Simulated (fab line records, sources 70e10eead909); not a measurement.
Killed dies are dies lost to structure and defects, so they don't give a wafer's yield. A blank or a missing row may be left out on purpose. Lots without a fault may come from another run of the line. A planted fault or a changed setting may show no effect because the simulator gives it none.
fab line records | flow nand_harc
record lots=23 wafers=69 last_day=24
route steps=1159 shown A_CONTACT@909
lots that met no fault: from a run of the same line without faults
start_h: hours from the record's first day to the start of the lot's first wafer shown | wait_h: hours since the lot's step before | " the same as in the row above | L1.1+2: a row that stands for several wafers | - no value, or no start given | * or withheld: withheld | < > ~ a bound
route shown NAME@n: a module of which the file shows steps, and the number in the route of the first | usual: mean/standard deviation of fault-free wafers | same: alike in all rows | chamber/n: place in a boat | sites: the reading at each site | _std_site: their standard deviation | _edge_site: outer sites' mean less inner sites' | radius_mm: how far each site lies from the wafer's centre | mask NAME#n: copy n | behind: the tool/chamber that last shaped the wafer | hold: why the lot was held/for how many hours/how that ended | device: the transistor (n, p or np) that didn't switch | end of line: the same wafers' tests at the end of the route | a step without rows: its recipe alone | killed: dies lost to structure and defects at the first sort, not the wafer's yield | map: a wafer's dies, x killed, . not, _ none there
set.NAME: the setting as run; set.NAME@STEP: as run at that earlier step | model.NAME: the simulator's own value behind a step, which no gauge read
steps of the route over a sample of lots; a table a step, a row a wafer
services: from which hour (start_h, from the record's first day; less than 0 if before it) a tool's chamber was out of use, for how many hours, and why
## steps
# step NHARC_A_CONTACT_ETCH_129
# recipe source_w=withheld pressure_mtorr=20 bias_v=1200 time_s=155 target_depth_a=9560 ar_flow_sccm=withheld c4f8_flow_sccm=withheld o2_flow_sccm=withheld chemistry=C4F8/O2/Ar
# columns lot.wafer tool chamber start_h wait_h rf_hours_counter_h
L074.1 har_cap_etch-01 0 372.02 0.1 58
L074.2 " 1 " " 58
L074.5 " 0 " " -
L077.4 har_cap_etch-02 1 384.45 0.2 -
L077.3 " 0 " " -
L077.6 " 1 " " -
L075.2 har_cap_etch-03 1 385.35 0.1 80
L075.3 " 0 " " -
L075.5 " 0 " " -
L078.2 har_cap_etch-02 1 399.83 0.2 13
L078.3 " 1 " " -
L078.5 " 0 " " -
L076.2 har_cap_etch-03 1 403.75 0.1 83
L076.4 " 1 " " -
L076.5 " 1 " " -
L079.2 har_cap_etch-03 0 414.59 0.1 85
L079.3 " 0 " " -
L079.6 " 0 " " -
L080.2 har_cap_etch-01 1 416.21 0.1 66
L080.4 " 1 " " -
L080.6 " 0 " " -
L082.1 har_cap_etch-01 1 431.20 0.1 69
L082.3 " 0 " " -
L082.5 " 0 " " -
L083.1 har_cap_etch-03 0 431.25 0.1 89
L083.3 " 0 " " -
L083.5 " 0 " " -
L084.1 har_cap_etch-01 1 435.26 0.1 70
L084.2 " 0 " " 70
L084.6 " 1 " " -
L085.1 har_cap_etch-03 0 441.02 0.1 91
L085.4 " 0 " " -
L085.5 " 0 " " -
L087.2 har_cap_etch-02 0 447.02 0.1 22
L087.4 " 0 " " -
L087.5 " 1 " " -
L086.1 har_cap_etch-01 0 453.47 0.1 74
L086.4 " 1 " " -
L086.6 " 0 " " -
L090.1 har_cap_etch-01 1 468.46 0.1 76
L090.3 " 1 " " -
L090.6 " 0 " " -
L088.2 har_cap_etch-01 1 471.51 0.1 77
L088.3 " 0 " " -
L088.6 " 1 " " -
L093.2 har_cap_etch-02 1 472.43 0.1 27
L093.1 " 0 " " 27
L093.6 " 1 " " -
L089.1 har_cap_etch-01 0 476.63 0.1 79
L089.2 " 1 " " 79
L089.5 " 0 " " -
L091.1 har_cap_etch-03 0 478.71 0.1 97
L091.4 " 0 " " -
L091.6 " 0 " " -
L092.1 har_cap_etch-03 1 484.75 0.1 99
L092.4 " 0 " " -
L092.3 " 1 " " -
L094.1 har_cap_etch-03 1 500.83 0.1 101
L094.4 " 1 " " -
L094.6 " 1 " " -
L096.2 har_cap_etch-02 0 502.47 0.1 32
L096.4 " 1 " " -
L096.5 " 0 " " -
L097.2 har_cap_etch-01 0 504.28 0.1 83
L097.4 " 0 " " -
L097.6 " 1 " " -
L095.1 har_cap_etch-02 1 515.70 0.1 35
L095.3 " 0 " " -
L095.6 " 1 " " -
# step NHARC_A_CONTACT_ETCH_97
# recipe target_depth_a=200 over_etch_frac=0.5 time_s=10 ion_energy_ev=250 c4f6_flow_sccm=25 o2_flow_sccm=20 ar_flow_sccm=500 rf_w=600 bias_w=500 chemistry=C4F6/O2
# usual drypump_motor_current_A=6.0/0.39 oes_product_au=0.972/0.027 rf_vpp_V=546/4 showerhead_plenum_p_Torr=3.90/0.19 throttle_valve_pct=26.902/0.0083
# columns lot.wafer tool chamber start_h wait_h drypump_motor_current_A oes_product_au rf_hours_counter_h rf_vpp_V showerhead_plenum_p_Torr throttle_valve_pct
L074.2 rie_diel-03 2 - - 5.6 0.952 31 550 4.11 26.894
L074.1 " 3 " " 6.7 0.927 30 544 3.81 26.895
L074.5 " 3 " " 6.7 0.930 - 543 3.81 26.904
L077.3 rie_diel-03 1 - - 6.0 0.982 33 543 3.68 26.881
L077.4 " 3 " " 6.7 0.970 35 544 3.81 26.887
L077.6 " 1 " " 6.0 0.985 - 541 3.68 26.908
L075.3 rie_diel-03 3 - - 6.7 0.938 35 545 3.81 26.886
L075.2 " 2 " " 5.5 0.963 35 551 4.10 26.907
L075.5 " 0 " " 5.9 0.980 - 545 3.89 26.900
L078.2 rie_diel-03 1 - - 6.0 0.983 0 541 3.68 26.894
L078.3 " 3 " " 6.7 0.994 0 545 3.81 26.903
L078.5 " 0 " " 5.9 1.010 - 547 3.89 26.907
L076.4 rie_diel-11 0 - - 5.8 0.937 11 543 3.72 26.900
L076.2 " 2 " " 6.1 0.967 10 553 4.18 26.901
L076.5 " 0 " " 5.8 0.921 - 543 3.72 26.891
L079.2 rie_diel-03 1 - - 6.0 0.966 3 543 3.68 26.893
L079.3 " 3 " " 6.7 0.943 2 545 3.81 26.905
L079.6 " 2 " " 5.5 0.941 - 551 4.10 26.902
L080.2 rie_diel-11 1 - - 5.7 0.957 12 552 4.15 26.911
L080.4 " 2 " " 6.1 0.946 13 552 4.18 26.905
L080.6 " 3 " " 6.6 0.960 - 543 3.68 26.896
L082.1 rie_diel-03 0 - - 5.9 0.967 8 545 3.88 26.916
L082.3 " 1 " " 6.1 0.962 7 542 3.68 26.909
L082.5 " 1 " " 6.1 0.963 - 542 3.68 26.907
L083.3 rie_diel-03 2 - - 5.5 0.943 6 550 4.10 26.903
L083.1 " 1 " " 6.1 0.965 7 542 3.68 26.907
L083.5 " 3 " " 6.7 0.956 - 544 3.81 26.912
L084.1 rie_diel-11 2 - - 6.1 1.005 20 552 4.17 26.914
L084.2 " 3 " " 6.6 1.015 22 542 3.67 26.894
L084.6 " 2 " " 6.1 0.995 - 551 4.17 26.914
L085.1 rie_diel-03 0 - - 5.9 1.012 9 545 3.88 26.889
L085.4 " 1 " " 6.0 1.004 9 541 3.68 26.903
L085.5 " 3 " " 6.7 1.000 - 546 3.81 26.907
L087.4 rie_diel-03 1 - - 6.0 1.011 10 542 3.68 26.893
L087.2 " 2 " " 5.6 0.993 8 551 4.10 26.909
L087.5 " 0 " " 5.9 0.996 - 545 3.88 26.895
L086.4 rie_diel-03 2 - - 5.5 0.936 8 550 4.10 26.904
L086.1 " 3 " " 6.7 0.957 9 545 3.81 26.902
L086.6 " 1 " " 6.0 0.939 - 542 3.68 26.894
L090.1 rie_diel-11 1 - - 5.7 0.984 33 551 4.13 26.904
L090.3 " 2 " " 6.1 0.946 32 552 4.16 26.911
L090.6 " 0 " " 5.8 0.927 - 542 3.71 26.893
L088.3 rie_diel-03 3 - - 6.7 0.932 12 544 3.80 26.900
L088.2 " 1 " " 6.0 0.944 14 543 3.68 26.906
L088.6 " 0 " " 6.0 0.933 - 547 3.88 26.901
L093.2 rie_diel-12 0 - - 6.1 1.001 30 549 4.03 26.892
L093.1 " 1 " " 5.9 0.986 28 553 4.17 26.908
L093.6 " 0 " " 6.1 1.000 - 549 4.03 26.900
L089.2 rie_diel-11 3 - - 6.6 0.974 38 541 3.66 26.906
L089.1 " 1 " " 5.7 0.986 35 551 4.13 26.890
L089.5 " 0 " " 5.7 0.956 - 543 3.71 26.903
L091.1 rie_diel-11 3 - - 6.6 0.966 39 542 3.66 26.897
L091.4 " 0 " " 5.8 0.920 38 543 3.71 26.906
L091.6 " 3 " " 6.6 0.960 - 541 3.66 26.898
L092.4 rie_diel-11 2 - - 6.1 0.998 38 552 4.16 26.898
L092.3 " 3 " " 6.6 1.015 41 542 3.66 26.896
L092.1 " 0 " " 5.8 0.992 40 543 3.71 26.889
L094.1 rie_diel-11 1 - - 5.7 0.979 42 552 4.13 26.892
L094.4 " 0 " " 5.8 0.947 44 543 3.71 26.902
L094.6 " 1 " " 5.7 0.979 - 551 4.13 26.904
L096.4 rie_diel-12 3 - - 5.6 0.971 38 548 4.00 26.917
L096.2 " 0 " " 6.1 0.948 37 549 4.03 26.909
L096.5 " 0 " " 6.1 0.941 - 549 4.03 26.896
L097.4 rie_diel-03 2 - - 5.5 0.989 17 550 4.09 26.915
L097.2 " 0 " " 5.9 1.008 19 545 3.88 26.901
L097.6 " 1 " " 6.1 1.001 - 540 3.67 26.919
L095.1 rie_diel-11 0 - - 5.8 0.986 47 542 3.70 26.916
L095.3 " 2 " " 6.1 0.947 44 552 4.16 26.912
L095.6 " 3 " " 6.6 1.010 - 542 3.66 26.898
# step NHARC_A_CONTACT_CD_MEAS_80
# usual cd_nm=189.4/1
# columns lot.wafer tool chamber start_h wait_h cd_nm
L074.1 cd_sem-01 - 373.37 - 188.9
L074.2 " - " " 190.5
L074.5 " - " " 189.0
L077.3 cd_sem-01 - 386.29 - 189.7
L077.4 " - " " 189.6
L077.6 " - " " 189.8
L075.2 cd_sem-01 - 386.77 - 190.3
L075.3 " - " " 188.4
L075.5 " - " " 190.8
L078.2 cd_sem-03 - 401.52 - 188.6
L078.3 " - " " 189.1
L078.5 " - " " 190.1
L076.2 cd_sem-02 - 405.24 - 188.9
L076.4 " - " " 190.8
L076.5 " - " " 189.0
L079.2 cd_sem-01 - 415.94 - 187.0
L079.3 " - " " 187.5
L079.6 " - " " 187.5
L080.2 cd_sem-03 - 417.55 - 189.2
L080.4 " - " " 190.3
L080.6 " - " " 190.8
L082.1 cd_sem-02 - 432.58 - 187.1
L082.3 " - " " 186.5
L082.5 " - " " 186.8
L083.1 cd_sem-02 - 432.63 - 189.9
L083.3 " - " " 189.5
L083.5 " - " " 189.4
L084.1 cd_sem-02 - 436.68 - 189.9
L084.2 " - " " 190.9
L084.6 " - " " 189.7
L085.1 cd_sem-01 - 442.34 - 190.5
L085.4 " - " " 189.0
L085.5 " - " " 189.4
L087.2 cd_sem-01 - 448.35 - 187.8
L087.4 " - " " 187.5
L087.5 " - " " 189.5
L086.1 cd_sem-02 - 454.83 - 189.0
L086.4 " - " " 190.0
L086.6 " - " " 189.9
L090.1 cd_sem-03 - 469.80 - 188.8
L090.3 " - " " 189.1
L090.6 " - " " 189.6
L088.2 cd_sem-01 - 472.85 - 189.0
L088.3 " - " " 188.8
L088.6 " - " " 189.2
L093.1 cd_sem-01 - 473.78 - 189.5
L093.2 " - " " 189.1
L093.6 " - " " 190.0
L089.1 cd_sem-02 - 477.98 - 189.5
L089.2 " - " " 189.4
L089.5 " - " " 190.1
L091.1 cd_sem-03 - 480.05 - 190.0
L091.4 " - " " 189.8
L091.6 " - " " 189.2
L092.1 cd_sem-02 - 486.08 - 190.8
L092.3 " - " " 189.9
L092.4 " - " " 190.4
L094.1 cd_sem-01 - 502.18 - 189.0
L094.4 " - " " 190.7
L094.6 " - " " 190.0
L096.2 cd_sem-03 - 503.79 - 188.2
L096.4 " - " " 188.9
L096.5 " - " " 187.8
L097.2 cd_sem-01 - 505.63 - 189.1
L097.4 " - " " 188.6
L097.6 " - " " 188.1
L095.1 cd_sem-01 - 517.02 - 190.2
L095.3 " - " " 190.1
L095.6 " - " " 190.2
# step NHARC_A_CONTACT_ETCH_31
# recipe target_depth_a=20000 over_etch_frac=0.3 time_s=520 ion_energy_ev=150 o2_flow_sccm=400 cos_flow_sccm=20 ar_flow_sccm=0 rf_w=500 bias_w=300 chemistry=O2/COS
# usual cos_flow_sccm=20.00/0.06 drypump_motor_current_A=5.9/0.38 oes_product_au=1.002/0.013 rf_vpp_V=314.0/2.3 showerhead_plenum_p_Torr=3.12/0.15 throttle_valve_pct=28.330/0.0099
# columns lot.wafer tool chamber start_h wait_h cos_flow_sccm drypump_motor_current_A oes_product_au rf_hours_counter_h rf_vpp_V showerhead_plenum_p_Torr throttle_valve_pct
L074.1 rie_diel-03 0 - - 19.98 6.0 1.000 30 313.9 3.09 28.306
L074.2 " 1 " " 19.91 6.0 1.010 30 311.8 2.93 28.337
L074.5 " 2 " " 19.94 5.6 0.995 - 317.3 3.27 28.344
L077.3 rie_diel-03 1 - - 19.99 6.0 1.008 33 312.3 2.92 28.328
L077.4 " 2 " " 20.18 5.6 1.006 36 317.0 3.27 28.336
L077.6 " 1 " " 20.04 6.0 1.005 - 310.8 2.92 28.328
L075.2 rie_diel-12 0 - - 20.08 6.1 0.997 1 315.0 3.23 28.344
L075.3 " 3 " " 19.81 5.6 1.008 1 315.0 3.20 28.325
L075.5 " 1 " " 19.98 5.9 0.986 - 318.2 3.34 28.324
L078.2 rie_diel-11 2 - - 20.01 6.1 1.008 10 316.6 3.33 28.325
L078.3 " 3 " " 19.99 6.6 0.999 10 311.0 2.92 28.331
L078.5 " 2 " " 19.99 6.1 1.014 - 316.7 3.33 28.324
L076.2 rie_diel-12 2 - - 20.09 5.4 1.024 10 312.1 2.94 28.332
L076.5 " 0 " " 20.04 6.1 0.983 - 315.6 3.22 28.326
L076.4 " 2 " " 20.02 5.3 1.018 - 311.1 2.94 28.333
L079.3 rie_diel-12 2 - - 20.09 5.3 1.019 13 311.6 2.94 28.321
L079.2 " 0 " " 19.96 6.1 0.996 13 314.6 3.22 28.323
L079.6 " 3 " " 20.03 5.5 0.999 - 313.2 3.20 28.319
L080.4 rie_diel-03 3 - - 20.05 6.7 0.996 4 311.1 3.03 28.339
L080.2 " 2 " " 19.90 5.6 0.991 4 314.7 3.27 28.325
L080.6 " 0 " " 19.87 5.9 1.002 - 312.7 3.09 28.334
L082.1 rie_diel-03 0 - - 20.09 5.9 1.014 9 314.1 3.09 28.335
L082.3 " 2 " " 20.06 5.6 1.002 6 316.1 3.27 28.320
L082.5 " 0 " " 20.07 5.9 1.005 - 313.3 3.09 28.324
L083.1 rie_diel-12 3 - - 19.98 5.5 1.007 18 316.0 3.20 28.337
L083.3 " 1 " " 20.07 5.9 0.993 15 315.4 3.33 28.341
L083.5 " 0 " " 20.07 6.1 1.003 - 314.3 3.22 28.329
L084.2 rie_diel-12 2 - - 19.98 5.4 1.016 18 311.2 2.94 28.328
L084.1 " 3 " " 19.89 5.5 0.995 19 315.4 3.20 28.322
L084.6 " 1 " " 19.90 6.0 0.995 - 316.7 3.33 28.320
L085.1 rie_diel-03 0 - - 19.91 5.9 0.993 10 313.1 3.09 28.334
L085.4 " 1 " " 19.95 6.0 0.998 10 310.6 2.92 28.362
L085.5 " 1 " " 19.92 6.1 0.995 - 311.2 2.92 28.323
L087.4 rie_diel-11 3 - - 19.97 6.6 1.011 27 310.4 2.91 28.316
L087.2 " 1 " " 20.03 5.7 1.043 26 316.5 3.30 28.337
L087.5 " 2 " " 19.95 6.1 1.009 - 315.2 3.32 28.321
L086.4 rie_diel-03 0 - - 19.98 5.9 0.992 11 313.7 3.09 28.337
L086.1 " 3 " " 19.87 6.7 1.007 9 313.3 3.02 28.340
L086.6 " 0 " " 20.02 5.9 0.995 - 312.9 3.09 28.351
L090.1 rie_diel-11 1 - - 19.96 5.7 1.019 34 318.5 3.29 28.333
L090.3 " 3 " " 19.92 6.6 1.014 36 310.6 2.91 28.330
L090.6 " 1 " " 19.97 5.7 1.028 - 316.5 3.29 28.336
L088.3 rie_diel-12 0 - - 20.00 6.1 1.007 31 317.2 3.21 28.325
L088.2 " 1 " " 19.98 5.9 1.005 29 317.7 3.33 28.331
L088.6 " 1 " " 19.97 6.0 0.996 - 315.8 3.33 28.319
L093.2 rie_diel-03 1 - - 20.03 6.0 0.992 16 309.8 2.92 28.333
L093.1 " 2 " " 19.96 5.6 1.001 14 313.9 3.26 28.327
L093.6 " 1 " " 19.92 6.0 1.000 - 310.6 2.92 28.323
L089.1 rie_diel-03 3 - - 20.04 6.7 1.010 14 312.8 3.02 28.325
L089.2 " 1 " " 19.98 6.0 0.999 17 312.7 2.92 28.309
L089.5 " 3 " " 20.03 6.7 1.000 - 312.8 3.02 28.315
L091.4 rie_diel-03 1 - - 19.93 6.0 0.998 17 312.7 2.92 28.332
L091.1 " 2 " " 20.05 5.6 0.994 15 315.6 3.26 28.339
L091.6 " 2 " " 20.12 5.5 0.988 - 316.2 3.26 28.331
L092.3 rie_diel-03 0 - - 20.00 5.9 1.009 18 313.9 3.08 28.317
L092.1 " 2 " " 20.03 5.6 0.999 16 317.4 3.26 28.335
L092.4 " 1 " " 20.01 6.0 1.011 - 311.2 2.91 28.335
L094.1 rie_diel-11 1 - - 20.13 5.7 1.028 44 317.2 3.29 28.342
L094.6 " 3 " " 20.10 6.6 0.998 - 310.5 2.90 28.332
L094.4 " 1 " " 20.03 5.7 1.025 - 315.9 3.29 28.346
L096.4 rie_diel-12 2 - - 19.97 5.4 1.002 41 311.2 2.93 28.327
L096.2 " 0 " " 19.93 6.1 1.002 38 314.2 3.21 28.331
L096.5 " 3 " " 19.94 5.6 1.010 - 314.7 3.19 28.341
L097.4 rie_diel-12 3 - - 19.91 5.6 1.007 39 314.0 3.18 28.334
L097.2 " 1 " " 19.99 5.9 1.000 38 318.7 3.32 28.340
L097.6 " 0 " " 19.89 6.1 1.008 - 316.4 3.21 28.333
L095.1 rie_diel-11 2 - - 20.00 6.1 1.023 45 317.6 3.31 28.316
L095.3 " 3 " " 19.98 6.7 1.011 49 311.4 2.90 28.350
L095.6 " 2 " " 19.98 6.1 1.006 - 316.2 3.31 28.332
# step NHARC_A_CONTACT_ETCH_92
# recipe target_depth_a=400 over_etch_frac=0.5 time_s=85.7 ion_energy_ev=120 ch3f_flow_sccm=50 o2_flow_sccm=30 ar_flow_sccm=200 rf_w=500 bias_w=100 chemistry=CH3F/O2
# usual drypump_motor_current_A=5.9/0.39 oes_product_au=0.94/0.03 rf_vpp_V=244.3/2 showerhead_plenum_p_Torr=2.45/0.13 throttle_valve_pct=20.663/0.009
# columns lot.wafer tool chamber start_h wait_h drypump_motor_current_A oes_product_au rf_hours_counter_h rf_vpp_V showerhead_plenum_p_Torr throttle_valve_pct
L074.2 rie_diel-03 2 379.03 0.4 5.5 0.93 33 245.9 2.58 20.663
L074.1 " 1 " " 6.0 0.94 30 243.3 2.30 20.675
L074.5 " 2 " " 5.5 0.93 - 246.2 2.58 20.669
L077.3 rie_diel-11 2 392.33 0.3 6.1 1.00 6 245.8 2.63 20.661
L077.4 " 0 " " 5.8 0.98 6 242.1 2.33 20.672
L077.6 " 2 " " 6.1 1.00 - 246.2 2.63 20.654
L075.2 rie_diel-12 0 392.56 0.4 6.1 0.91 2 245.5 2.54 20.667
L075.3 " 2 " " 5.3 0.94 2 241.3 2.32 20.659
L075.5 " 0 " " 6.1 0.91 - 245.8 2.54 20.668
L078.3 rie_diel-03 1 406.87 0.3 6.1 0.93 1 241.9 2.30 20.672
L078.2 " 3 " " 6.7 0.92 1 242.2 2.38 20.657
L078.5 " 1 " " 6.0 0.91 - 242.7 2.30 20.662
L076.2 rie_diel-12 3 412.13 0.4 5.5 0.94 10 243.9 2.52 20.660
L076.4 " 2 " " 5.3 0.96 - 243.8 2.31 20.658
L076.5 " 3 " " 5.5 0.93 - 245.2 2.52 20.649
L079.2 rie_diel-11 3 424.55 0.3 6.6 1.01 16 241.3 2.29 20.668
L079.3 " 1 " " 5.7 1.01 14 247.5 2.61 20.660
L079.6 " 2 " " 6.1 1.00 - 247.2 2.63 20.647
L080.2 rie_diel-11 1 425.94 0.3 5.7 0.95 14 249.1 2.61 20.662
L080.4 " 2 " " 6.1 0.92 16 247.4 2.63 20.663
L080.6 " 1 " " 5.7 0.94 - 245.8 2.61 20.664
L082.3 rie_diel-12 1 437.87 0.3 5.9 0.92 15 246.1 2.63 20.677
L082.1 " 2 " " 5.3 0.94 17 241.5 2.31 20.675
L082.5 " 1 " " 5.9 0.92 - 247.4 2.63 20.658
L083.1 rie_diel-03 2 438.18 0.4 5.5 0.99 6 246.7 2.58 20.677
L083.3 " 0 " " 5.9 1.00 9 245.4 2.43 20.648
L083.5 " 2 " " 5.5 0.98 - 246.9 2.58 20.665
L084.1 rie_diel-03 2 441.95 0.3 5.5 0.93 7 246.0 2.58 20.664
L084.2 " 3 " " 6.7 0.93 7 243.8 2.38 20.671
L084.6 " 2 " " 5.6 0.93 - 245.5 2.58 20.650
L085.4 rie_diel-03 2 449.39 0.3 5.5 0.92 8 246.5 2.58 20.668
L085.1 " 3 " " 6.7 0.94 9 243.7 2.38 20.642
L085.5 " 0 " " 5.9 0.91 - 243.1 2.43 20.676
L087.2 rie_diel-12 1 454.96 0.4 6.0 0.92 21 247.0 2.63 20.661
L087.4 " 2 " " 5.3 0.93 25 242.3 2.31 20.654
L087.5 " 3 " " 5.6 0.94 - 245.2 2.52 20.661
L086.1 rie_diel-03 2 460.06 0.4 5.5 0.92 9 246.7 2.58 20.670
L086.4 " 0 " " 6.0 0.93 12 244.3 2.43 20.678
L086.6 " 3 " " 6.7 0.92 - 242.5 2.38 20.656
L090.1 rie_diel-03 1 475.15 0.4 6.0 0.92 15 241.8 2.29 20.663
L090.3 " 2 " " 5.6 0.93 12 246.4 2.57 20.656
L090.6 " 1 " " 6.0 0.93 - 242.0 2.29 20.661
L088.3 rie_diel-12 1 479.16 0.3 5.9 0.93 30 245.8 2.62 20.663
L088.2 " 3 " " 5.5 0.93 33 245.7 2.51 20.675
L088.6 " 0 " " 6.1 0.93 - 244.0 2.53 20.660
L093.1 rie_diel-12 1 479.94 0.4 5.9 1.00 30 247.5 2.62 20.666
L093.2 " 2 " " 5.3 1.01 34 242.2 2.31 20.689
L093.6 " 3 " " 5.5 1.01 - 244.6 2.51 20.658
L089.1 rie_diel-03 1 483.08 0.3 6.0 0.93 17 242.9 2.29 20.675
L089.2 " 2 " " 5.6 0.94 15 245.5 2.57 20.657
L089.5 " 2 " " 5.6 0.93 - 245.4 2.57 20.669
L091.1 rie_diel-03 2 488.33 0.4 5.6 0.92 15 246.5 2.57 20.666
L091.4 " 1 " " 6.0 0.94 - 242.5 2.29 20.665
L091.6 " 2 " " 5.6 0.92 - 246.4 2.57 20.663
L092.1 rie_diel-12 3 493.62 0.4 5.6 0.95 36 245.4 2.51 20.664
L092.4 " 0 " " 6.1 0.94 35 243.8 2.53 20.667
L092.3 " 1 " " 5.9 0.92 34 246.4 2.62 20.666
L094.1 rie_diel-11 0 509.64 0.4 5.8 0.90 46 242.4 2.31 20.657
L094.4 " 1 " " 5.7 0.95 - 247.4 2.59 20.669
L094.6 " 0 " " 5.8 0.92 - 242.1 2.31 20.669
L096.2 rie_diel-11 3 510.02 0.4 6.6 0.94 46 241.5 2.28 20.663
L096.4 " 0 " " 5.8 0.90 - 242.6 2.31 20.663
L096.5 " 1 " " 5.7 0.96 - 246.6 2.59 20.675
L097.2 rie_diel-12 2 511.37 0.4 5.4 0.93 41 241.3 2.30 20.669
L097.6 " 0 " " 6.1 0.93 - 245.0 2.53 20.678
L097.4 " 2 " " 5.3 0.93 - 241.1 2.30 20.656
L095.1 rie_diel-11 1 522.15 0.4 5.6 0.96 47 246.7 2.59 20.679
L095.3 " 0 " " 5.7 0.91 49 242.1 2.31 20.670
L095.6 " 1 " " 5.7 0.96 - 245.0 2.59 20.655
# step NHARC_A_CONTACT_STRIP_26
# recipe o2_flow_sccm=500 ar_flow_sccm=0 bias_w=0 chemistry=O2
# usual drypump_motor_current_A=5.9/0.4 oes_product_au=1.002/0.012 rf_vpp_V=57.8/0.91 showerhead_plenum_p_Torr=3.52/0.17 throttle_valve_pct=17.037/0.0086
# columns lot.wafer tool chamber start_h wait_h drypump_motor_current_A oes_product_au rf_hours_counter_h rf_vpp_V showerhead_plenum_p_Torr throttle_valve_pct
L074.2 rie_diel-03 0 - - 5.9 1.014 30 57.4 3.50 17.035
L074.1 " 2 " " 5.6 1.014 33 58.9 3.70 17.041
L074.5 " 3 " " 6.7 0.987 - 57.5 3.43 17.052
L075.2 rie_diel-12 1 - - 6.0 0.992 2 58.8 3.77 17.025
L075.3 " 2 " " 5.3 1.003 2 57.3 3.33 17.025
L075.5 " 1 " " 5.9 0.995 - 58.3 3.77 17.029
L077.4 rie_diel-11 1 - - 5.7 1.005 5 58.1 3.74 17.028
L077.3 " 3 " " 6.6 0.997 6 56.6 3.30 17.033
L077.6 " 1 " " 5.7 1.019 - 57.6 3.74 17.028
L078.3 rie_diel-03 3 - - 6.7 0.994 1 58.1 3.42 17.023
L078.2 " 1 " " 6.0 1.004 1 57.6 3.31 17.023
L078.5 " 0 " " 5.9 1.015 - 59.4 3.49 17.024
L076.2 rie_diel-03 2 - - 5.6 0.987 2 58.2 3.69 17.034
L076.4 " 0 " " 5.9 1.006 3 58.9 3.49 17.054
L076.5 " 2 " " 5.6 0.995 - 58.3 3.69 17.031
L079.2 rie_diel-11 1 - - 5.7 1.025 14 58.7 3.73 17.037
L079.3 " 0 " " 5.8 0.972 16 57.3 3.34 17.032
L079.6 " 2 " " 6.1 0.998 - 57.4 3.76 17.027
L080.2 rie_diel-11 1 - - 5.7 1.013 15 56.3 3.73 17.027
L080.4 " 0 " " 5.8 0.979 16 57.2 3.34 17.035
L080.6 " 1 " " 5.7 1.027 - 57.5 3.73 17.034
L082.3 rie_diel-12 2 - - 5.4 1.014 18 58.9 3.33 17.038
L082.1 " 0 " " 6.1 0.998 18 57.9 3.63 17.040
L082.5 " 2 " " 5.3 1.005 - 57.4 3.33 17.052
L083.3 rie_diel-03 1 - - 6.0 1.004 9 58.5 3.30 17.030
L083.1 " 2 " " 5.6 0.992 7 58.9 3.69 17.036
L083.5 " 0 " " 5.9 0.987 - 57.7 3.49 17.036
L084.1 rie_diel-11 1 - - 5.7 1.030 23 58.7 3.73 17.026
L084.2 " 0 " " 5.8 0.980 25 56.7 3.34 17.040
L084.6 " 2 " " 6.1 1.013 - 57.6 3.75 17.049
L085.1 rie_diel-03 1 - - 6.0 1.000 10 58.0 3.30 17.043
L085.4 " 2 " " 5.5 0.993 8 59.1 3.69 17.034
L085.5 " 0 " " 5.9 1.004 - 57.6 3.49 17.040
L087.4 rie_diel-12 2 - - 5.4 1.014 25 58.0 3.32 17.032
L087.2 " 0 " " 6.1 1.008 24 57.9 3.63 17.033
L087.5 " 3 " " 5.6 1.016 - 58.0 3.61 17.031
L086.4 rie_diel-12 2 - - 5.3 0.999 28 56.8 3.32 17.063
L086.1 " 0 " " 6.1 1.014 25 56.9 3.63 17.042
L086.6 " 2 " " 5.3 1.006 - 56.6 3.32 17.035
L090.1 rie_diel-03 0 - - 5.9 0.993 15 56.5 3.49 17.037
L090.3 " 1 " " 6.0 1.017 15 57.1 3.30 17.036
L090.6 " 0 " " 5.9 1.008 - 57.9 3.49 17.027
L088.3 rie_diel-03 2 - - 5.6 0.989 14 60.0 3.69 17.040
L088.2 " 3 " " 6.7 1.006 14 58.2 3.42 17.037
L088.6 " 3 " " 6.7 1.000 - 57.0 3.42 17.038
L093.1 rie_diel-11 3 - - 6.6 1.014 39 57.5 3.29 17.033
L093.2 " 0 " " 5.8 0.983 38 56.4 3.33 17.032
L093.6 " 2 " " 6.1 1.007 - 58.8 3.75 17.028
L089.2 rie_diel-03 0 - - 5.9 1.002 17 58.6 3.49 17.047
L089.1 " 1 " " 6.0 0.999 17 57.5 3.30 17.024
L089.5 " 2 " " 5.5 0.992 - 58.0 3.69 17.036
L091.1 rie_diel-03 2 - - 5.5 0.999 15 56.9 3.69 17.035
L091.6 " 0 " " 5.9 1.003 - 58.1 3.49 17.053
L091.4 " 1 " " 6.1 1.006 - 55.7 3.30 17.040
L092.3 rie_diel-03 0 - - 5.9 1.011 19 58.2 3.49 17.030
L092.1 " 2 " " 5.5 0.990 17 59.6 3.69 17.046
L092.4 " 2 " " 5.5 0.995 - 58.4 3.69 17.028
L094.1 rie_diel-03 3 - - 6.7 0.991 17 56.4 3.41 17.037
L094.4 " 1 " " 6.1 0.999 21 55.7 3.30 17.035
L094.6 " 2 " " 5.5 0.997 - 57.1 3.69 17.046
L096.2 rie_diel-11 3 - - 6.6 1.013 46 57.6 3.28 17.043
L096.4 " 1 " " 5.7 1.040 - 58.6 3.72 17.029
L096.5 " 0 " " 5.8 0.976 - 55.8 3.33 17.054
L097.2 rie_diel-12 2 - - 5.4 0.993 42 56.5 3.31 17.044
L097.4 " 0 " " 6.1 1.007 - 57.9 3.62 17.029
L097.6 " 1 " " 5.9 1.002 - 58.3 3.75 17.024
L095.1 rie_diel-03 0 - - 5.9 1.016 23 57.1 3.48 17.051
L095.3 " 1 " " 6.0 0.984 24 57.4 3.29 17.041
L095.6 " 1 " " 6.0 0.997 - 57.1 3.29 17.038
## services
# columns tool chamber start_h hours kind
rie_diel-11 - 366.55 9.0 pm
rie_diel-03 0 371.53 - clean
rie_diel-03 1 371.53 - clean
rie_diel-03 2 371.53 - clean
rie_diel-03 3 371.53 - clean
rie_diel-12 - 379.53 9.0 pm
rie_diel-11 1 383.84 2.7 repair
rie_diel-03 - 392.30 9.0 pm
rie_diel-03 0 392.30 9.0 vent_cycle
rie_diel-03 1 392.30 9.0 vent_cycle
rie_diel-03 2 392.30 9.0 vent_cycle
rie_diel-03 3 392.30 9.0 vent_cycle
rie_diel-03 0 401.30 - clean
rie_diel-03 1 401.30 - clean
rie_diel-03 2 401.30 - clean
rie_diel-03 3 401.30 - clean
rie_diel-12 0 411.76 5.7 repair
rie_diel-03 0 425.80 - clean
har_cap_etch-01 - 460.12 0.6 repair
rie_diel-11 2 465.19 1.2 repair
rie_diel-03 3 487.54 6.7 repair
rie_diel-11 2 507.23 4.9 repair
rie_diel-12 3 510.43 4.7 repair
rie_diel-03 3 517.52 6.5 repair
## key
fault none
